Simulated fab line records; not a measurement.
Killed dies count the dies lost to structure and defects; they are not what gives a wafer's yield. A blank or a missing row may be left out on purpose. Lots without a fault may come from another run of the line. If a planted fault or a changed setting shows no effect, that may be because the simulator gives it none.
Split-lot study + flow n5Finfet + on a route of 1938 steps: 7 lots, 21 wafers read

ABOUT THE SPLIT
At N5_GATE_CUT_ALD_22 (deposits SiNx, target thk 16 nm, pulse time 1 s, ald cycles 320), the setting aldCycles was moved away from the recipe's 320 on 5 of the 21 wafers read, by -12.8% to +5.0%. The other wafers ran this setting at the recipe's value.

The reading comes from the split's own step.

THE READING
SiNx_of_GATE_CUT_ALD_22.thkNm (the simulator's own value, which no gauge read), in nm, at N5_GATE_CUT_ALD_22 (deposits SiNx, target thk 16 nm, pulse time 1 s, ald cycles 320). The file does not state a usual value for it. Average 16.0 nm, standard deviation 0.11 nm, over the 16 wafers here run with the recipe.

| wafer  | tool, chamber at the split | aldCycles as run | against the recipe | SiNx_of_GATE_CUT_ALD_22.thkNm, nm | against lot-mates on the recipe |
|--------|----------------------------|------------------|--------------------|-----------------------------------|---------------------------------|
| L076.1 | aldSin-01, 1               | 320              | recipe             | 16.2                              | -                               |
| L076.4 | aldSin-01, 3               | 320              | recipe             | 15.8                              | -                               |
| L076.6 | aldSin-01, 3               | 320              | recipe             | 16                                | -                               |
| L079.1 | aldSin-04, 3               | 320              | recipe             | 16                                | -                               |
| L079.3 | aldSin-04, 2               | 336              | +5.0%              | 16.8                              | +0.8                            |
| L079.6 | aldSin-04, 0               | 336              | +5.0%              | 17                                | +1.0                            |
| L080.1 | aldSin-04, 1,2,3           | 320              | recipe             | 16                                | -                               |
| L080.3 | aldSin-04, 1,2,3           | 320              | recipe             | 16                                | -                               |
| L080.4 | aldSin-04, 1,2,3           | 320              | recipe             | 16                                | -                               |
| L082.2 | aldSin-04, 0,1             | 320              | recipe             | 16                                | -                               |
| L082.3 | aldSin-04, 0,1             | 320              | recipe             | 16                                | -                               |
| L082.5 | aldSin-04, 3               | 320              | recipe             | 16.2                              | -                               |
| L086.2 | aldSin-01, 1,0,1           | 320              | recipe             | 16                                | -                               |
| L086.3 | aldSin-01, 1,0,1           | 320              | recipe             | 16                                | -                               |
| L086.5 | aldSin-01, 1,0,1           | 320              | recipe             | 16                                | -                               |
| L089.2 | aldSin-03, 0               | 320              | recipe             | 15.8                              | -                               |
| L089.4 | aldSin-03, 2               | 320              | recipe             | 16                                | -                               |
| L089.6 | aldSin-03, 0               | 300              | -6.2%              | 14.8                              | -1.1                            |
| L090.1 | aldSin-03, 2,1             | 279              | -12.8%             | 14                                | -1.8                            |
| L090.6 | aldSin-03, 2,1             | 279              | -12.8%             | 14                                | -1.8                            |
| L090.5 | aldSin-03, 0               | 320              | recipe             | 15.8                              | -                               |
When a row names more than one chamber, that row covers several wafers, and the file does not tell which wafer ran in which chamber.

THE FIT
A straight line over all 21 wafers: SiNx_of_GATE_CUT_ALD_22.thkNm changes by +0.162 nm for each +1% of aldCycles; r = +0.99; the points scatter about the line by 0.12 nm.
The same after taking each lot's own level away (the mean of its wafers on the recipe; 21 wafers): +0.149 nm for each +1%; r = +0.99; scatter 0.11 nm.
On that fit, the largest move of aldCycles shifts the reading by 1.9 nm.
The lots' own levels span 15.80 to 16.07 nm, that is 2.4 times the standard deviation above.
Hence the lot-to-lot level has little effect on the slope; both slopes agree.
Check: with one of the wafers moved furthest among these (-12.8%) left out of the fit, the line predicts -1.96 nm for it against its lot-mates. Against them it came out at -1.8 nm.

OTHER SPLITS ON THESE WAFERS
Other splits were also applied to these wafers ahead of the reading. Each is held against what the fit with the lots' levels taken away leaves over:
| other split on the same wafers | wafers away from the commonest value | r with SiNx_of_GATE_CUT_ALD_22.thkNm (lot level and that fit taken away) |
|--------------------------------|--------------------------------------|--------------------------------------------------------------------------|
| N5_SD_EPI_P_PEB_07 pebTimeS    | 7                                    | -0.11                                                                    |
| N5_SDB_COAT_04 spinRpm         | 5                                    | -0.07                                                                    |
| N5_SDB_COAT_05 spinRpm         | 6                                    | +0.01                                                                    |
| N5_HKMG_FIN_PEB_10 pebTimeS    | 4                                    | -0.20                                                                    |
| N5_HKMG_FIN_ETCH_32 sourceW    | 7                                    | +0.12                                                                    |

THE FILE'S OWN FIT
SiNx_of_GATE_CUT_ALD_22.thkNm changes by +0.151 nm for each +1% of aldCycles, r = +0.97.
